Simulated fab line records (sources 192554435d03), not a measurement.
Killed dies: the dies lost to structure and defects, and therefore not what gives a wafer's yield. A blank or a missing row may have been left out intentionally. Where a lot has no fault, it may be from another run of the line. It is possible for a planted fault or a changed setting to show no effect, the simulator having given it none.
Problem report, 8D (eight disciplines) form, completed by code ; flow n5-finfet ; the parts of the form that need people (team, actions taken, sign-off) are left out

## 1. THE ISSUE
Mean of killed_at_M4_up at N5_PASSIVATION_PROBE_49: 110 across 6 wafers in 2 lots; on wafers with no fault it is 13 (standard deviation 5.8). That puts it +17 standard deviations away from the usual mean.
Seen first at day 14 11:47 on prober-01, wafer L512.1. The record holds 6 wafers of 2 lots with a number at this step. Rule for "out" (also "out of limits"): further than 4 standard deviations from the usual mean. All remaining wafers that have a number are taken as sound.

## 2. WHAT IT IS, AND WHAT IT ISN'T
question;is;is not
which readings at this step;killed_at_M4_up;killed_at_M0_to_M3, killed-at-front-end, killed-at-other, killed-open, sort_bin_4_leakage
which lots;L510, L512;-
which wafers of those lots;all that have a number;-
read on which tools;prober-01, prober-02;-
when;from day 14 11:47;up to then (0 sound wafers)

## 3. SUSPECTS, AND WHAT RULES EACH OUT
Counting: a tool stays on the suspect list if, at a process step up to the reading, it processed all lots that are out and no sound lot following the first of them.
- rie-diel-01 at N5_BEOL_M8_TRENCH_ETCH_37 (etches SiCOH lowk in C4F6/O2, target depth 93.478 nm, time 31.2 s): kept. It ran every lot that is out, first L510 (day 11 18:18), and no sound lot after that.
- pvd-sputter-02 at N5_BEOL_M15_SPUTTER_45 (material Cu, target thk 100 nm, time 16.67 s): kept. It ran every lot that is out, first L512 (day 13 20:46), and no sound lot after that.
- rie-diel-05 at N5_PASSIVATION_VIA_ETCH_13 (etches SiO2 in CHF3/O2, target depth 660 nm, time 330 s): kept. It ran every lot that is out, first L512 (day 14 05:26), and no sound lot after that.
After the count, these remain: rie-diel-01 at N5_BEOL_M8_TRENCH_ETCH_37, pvd-sputter-02 at N5_BEOL_M15_SPUTTER_45 and rie-diel-05 at N5_PASSIVATION_VIA_ETCH_13.

## 4. THE CAUSE (what the simulator had put in)
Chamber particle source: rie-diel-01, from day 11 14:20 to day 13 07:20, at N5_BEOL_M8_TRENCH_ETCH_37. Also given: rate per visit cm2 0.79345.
This tool is one of the 3 suspects left after counting.

## 5. THE CHAIN OF EFFECTS, in route order
Rows list readings where the struck wafers' mean (over those with a number) sits beyond 3 standard deviations from the usual. Scope: only readings with a usual standard deviation given in the record; hours: median across lots of the time from each lot's start at the first step in this table that gives one to its start at this step; sigmas: change in usual standard deviations.
hours;step;reading;usual;on struck wafers;change;sigmas
0;N5_PASSIVATION_PROBE_49;defect-limited-yield;91.1 %;84.2;-6.9;-5.0
0;N5_PASSIVATION_PROBE_49;killed_at_M4_up;13;110;+97;+17
0;N5_PASSIVATION_PROBE_49;killed-dies;105;187;+82;+4.8
0;N5_PASSIVATION_PROBE_49;sort_bin_5_function;5.3 %;10.1;+4.8;+4.8
0;N5_PASSIVATION_PROBE_49;sort-n-pass;1075;993;-82;-4.8
0;N5_PASSIVATION_PROBE_49;sort-yield-pct;91.1 %;84.2;-6.9;-5.0
Process steps it contains:
- N5_PASSIVATION_PROBE_49

## 6. HOW IT WOULD HAVE BEEN CAUGHT EARLIER
The fault began at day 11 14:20; the first out-of-limits reading in this record came at day 14 11:47, 69 hours later.
Of the tool readings at N5_BEOL_M8_TRENCH_ETCH_37 for which the record gives a usual standard deviation, none was out on any struck wafer, so an alarm limit of 4 standard deviations on them would not have fired.
By day 14 11:47, every lot that is out (2) had started N5_BEOL_M8_TRENCH_ETCH_37 on rie-diel-01. A hold on the tool at that time would have spared none of them.
